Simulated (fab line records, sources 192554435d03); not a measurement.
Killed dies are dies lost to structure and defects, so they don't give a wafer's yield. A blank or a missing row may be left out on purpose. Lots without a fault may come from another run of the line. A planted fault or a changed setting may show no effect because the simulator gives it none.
Chamber matching | flow n5_finfet | N5_BEOL_M0_STRIP_104 on rie_diel-01: 4 sister chambers
The step strips in N2/H2. 14 wafers are shown with their chamber, then 7 later ones without.

WAFERS WITH THEIR CHAMBER
wafer  | chamber | drypump_motor_current_A (A) | showerhead_plenum_p_Torr (Torr) | throttle_valve_pct (%)
L074.2 | 3       | 5.6                         | 2.55                            | 23.7
L074.5 | 0       | 5.7                         | 2.69                            | 23.8
L074.6 | 1       | 5.8                         | 2.58                            | 23.6
L078.1 | 0       | 5.7                         | 2.68                            | 23.8
L078.3 | 3       | 5.6                         | 2.55                            | 23.7
L078.5 | 1       | 5.8                         | 2.57                            | 23.6
L081.1 | 3       | 5.6                         | 2.54                            | 23.8
L081.2 | 0       | 5.7                         | 2.68                            | 23.8
L081.3 | 1       | 5.7                         | 2.57                            | 23.6
L081.4 | 2       | 6.2                         | 2.47                            | 23.7
L081.5 | 3       | 5.6                         | 2.54                            | 23.8
L081.6 | 2       | 6.2                         | 2.47                            | 23.7
L090.1 | 3       | 5.6                         | 2.53                            | 23.8
L090.4 | 0       | 5.7                         | 2.67                            | 23.8

SIGNATURES (means of the wafers above)
reading                  | chamber 0 | chamber 1 | chamber 2 | chamber 3 | scatter within a chamber
drypump_motor_current_A  | 5.700     | 5.767     | 6.200     | 5.600     | 0.0258
showerhead_plenum_p_Torr | 2.6800    | 2.5733    | 2.4700    | 2.5420    | 0.00739
throttle_valve_pct       | 23.800    | 23.600    | 23.700    | 23.760    | 0.0346
Rule: a wafer's distance from a chamber is the root of the sum, over the readings, of the square of ((its reading less the chamber's mean) divided by the reading's scatter). The wafer belongs to the nearest chamber; if the next one is less than 2 further off, it can't be placed. The scatter: the root of (the sum of the squares of (reading less its chamber's mean) over the shown wafers, divided by (wafers less chambers)).

WAFERS WITHOUT THEIR CHAMBER
wafer  | drypump_motor_current_A (A) | showerhead_plenum_p_Torr (Torr) | throttle_valve_pct (%)
L090.5 | 5.6                         | 2.53                            | 23.8
L091.1 | 5.6                         | 2.53                            | 23.8
L091.4 | 6.2                         | 2.46                            | 23.7
L091.6 | 6.2                         | 2.46                            | 23.8
L093.1 | 5.7                         | 2.67                            | 23.8
L093.3 | 6.3                         | 2.46                            | 23.7
L093.5 | 5.6                         | 2.53                            | 23.8

WHICH CHAMBER EACH WENT THROUGH
wafer  | from the rows above | in truth
L090.5 | 3                   | 3
L091.1 | 3                   | 3
L091.4 | 2                   | 2
L091.6 | 2                   | 2
L093.1 | 0                   | 0
L093.3 | 2                   | 2
L093.5 | 3                   | 3
Placed correctly: 7 of 7. Can't be placed from these rows: 0. Placed wrongly: 0.
